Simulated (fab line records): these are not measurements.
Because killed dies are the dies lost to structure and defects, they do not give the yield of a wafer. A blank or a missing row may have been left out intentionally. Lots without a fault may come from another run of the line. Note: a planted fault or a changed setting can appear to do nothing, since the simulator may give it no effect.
Which of the tools did it? + flow n5 finfet + 33 wafers from 11 lots sampled at 6 of the route's 1938 steps

## WHAT THE GAUGES SHOWED, per wafer
N5_BEOL_M8_INSPECT_13: inspects for defects (brightfield).
| lot  | measured     | on                | raw defect count |
|------|--------------|-------------------|------------------|
| L076 | day 9 08:18  | defect inspect-02 | 257 423 465      |
| L078 | day 10 08:38 | defect inspect-02 | 390 610 430      |
| L081 | day 11 02:55 | defect inspect-02 | 531 530 317      |
| L083 | day 11 10:58 | defect inspect-01 | 682 330 425      |
| L084 | day 11 18:32 | defect inspect-02 | 385 325 324      |
| L086 | day 12 18:56 | defect inspect-01 | 319 464 345      |
| L088 | day 13 05:28 | defect inspect-01 | 448 492 512      |
| L091 | day 13 13:29 | defect inspect-02 | 447 467 531      |
| L092 | day 14 02:44 | defect inspect-02 | 440 463 408      |
| L093 | day 14 06:54 | defect inspect-02 | 494 439 393      |
| L096 | day 15 03:58 | defect inspect-01 | 375 307 402      |

## WHICH TOOL RAN EACH LOT (tool, then ch and the chambers of the sampled wafers, then the start)
| lot  | N5_BEOL_M7_HM_OPEN_17             | N5_BEOL_M7_ETCH_72                 | N5_BEOL_M7_ETCH_65                 | N5_BEOL_M7_TRENCH_ETCH_37                     | N5_BEOL_M7_SURFACE_TREAT_79  |
|------|-----------------------------------|------------------------------------|------------------------------------|-----------------------------------------------|------------------------------|
| L076 | rie metal-02 ch 0,1, day 8 23:38  | rie diel-06 ch 1,2,3, day 9 00:53  | rie diel-06 ch 1,2,3, day 9 00:55  | rie diel-06 ch 1,2,3, day 9 02:17 or earlier  | pvd sputter-02, day 9 02:17  |
| L078 | rie metal-01 ch 0,1, day 9 21:41  | rie diel-01 ch 2,3, day 9 22:28    | rie diel-01 ch 2,3, day 9 22:29    | rie diel-01 ch 2,3, day 10 01:11 or earlier   | pvd sputter-01, day 10 01:11 |
| L081 | rie metal-01 ch 1, day 10 19:08   | rie diel-06 ch 0,1, day 10 20:17   | rie diel-06 ch 0,1, day 10 20:19   | rie diel-06 ch 0,1, day 10 23:02 or earlier   | pvd sputter-03, day 10 23:02 |
| L083 | rie metal-03 ch 0,1, day 11 03:40 | rie diel-06 ch 1,3, day 11 04:57   | rie diel-06 ch 1,3, day 11 04:58   | rie diel-06 ch 1,3, day 11 07:12 or earlier   | pvd sputter-03, day 11 07:12 |
| L084 | rie metal-02 ch 0,1, day 11 11:10 | rie diel-03 ch 0,2,3, day 11 11:52 | rie diel-03 ch 0,2,3, day 11 11:53 | rie diel-03 ch 0,2,3, day 11 14:24 or earlier | pvd sputter-03, day 11 14:24 |
| L086 | rie metal-01 ch 0,1, day 12 12:05 | rie diel-01 ch 1,2,3, day 12 13:11 | rie diel-01 ch 1,2,3, day 12 13:12 | rie diel-01 ch 1,2,3, day 12 15:16 or earlier | pvd sputter-03, day 12 15:16 |
| L088 | rie metal-02 ch 1, day 12 22:16   | rie diel-01 ch 2,3, day 13 01:31   | rie diel-01 ch 2,3, day 13 01:32   | rie diel-01 ch 2,3, day 13 02:49 or earlier   | pvd sputter-02, day 13 02:49 |
| L091 | rie metal-02 ch 0, day 13 07:02   | rie diel-06 ch 1,2, day 13 08:22   | rie diel-06 ch 1,2, day 13 08:23   | rie diel-06 ch 1,2, day 13 10:45 or earlier   | pvd sputter-02, day 13 10:45 |
| L092 | rie metal-01 ch 0,1, day 13 20:04 | rie diel-01 ch 0,1,2, day 13 22:09 | rie diel-01 ch 0,1,2, day 13 22:10 | rie diel-01 ch 0,1,2, day 13 23:35 or earlier | pvd sputter-02, day 13 23:35 |
| L093 | rie metal-01 ch 0,1, day 14 00:02 | rie diel-01 ch 0,1,3, day 14 01:16 | rie diel-01 ch 0,1,3, day 14 01:17 | rie diel-01 ch 0,1,3, day 14 03:01 or earlier | pvd sputter-02, day 14 03:01 |
| L096 | rie metal-01 ch 0,1, day 14 19:59 | rie diel-01 ch 1,2, day 14 21:16   | rie diel-01 ch 1,2, day 14 21:16   | rie diel-01 ch 1,2, day 14 23:02 or earlier   | pvd sputter-03, day 14 23:02 |
- N5_BEOL_M7_HM_OPEN_17: chemistry Cl2/BCl3, target TiN, target depth 20 nm, overetch 6 nm.
- N5_BEOL_M7_ETCH_72: etches underlayer in N2/H2, target depth 6.5 nm, time 5.2 s.
- N5_BEOL_M7_ETCH_65: etches SiARC in CF4, target depth 15.6 nm, time 26 s.
- N5_BEOL_M7_TRENCH_ETCH_37: etches SiCOH lowk in C4F6/O2, target depth 93.478 nm, time 31.2 s.
- N5_BEOL_M7_SURFACE_TREAT_79

## THE ANSWER, worked out from the rows above alone
Rule: the lots themselves supply what counts as usual. Put in order of their means at a reading, lots are off if they are a third of the lots or fewer, leave a main group of 4 or more, and stand apart from it by a gap of 3 or more times the standard deviation of the main group's means; of several such gaps the widest counts. A main group is skipped when, at the precision printed for the reading in the tables above, its means are all equal. Also off: a lot with no number at a reading for which 4 or more lots have one. The other lots that the step has rows for count as sound.
Nothing can be told from this: no lot is off at any reading shown.

## WHAT THE SIMULATOR HAD PUT IN
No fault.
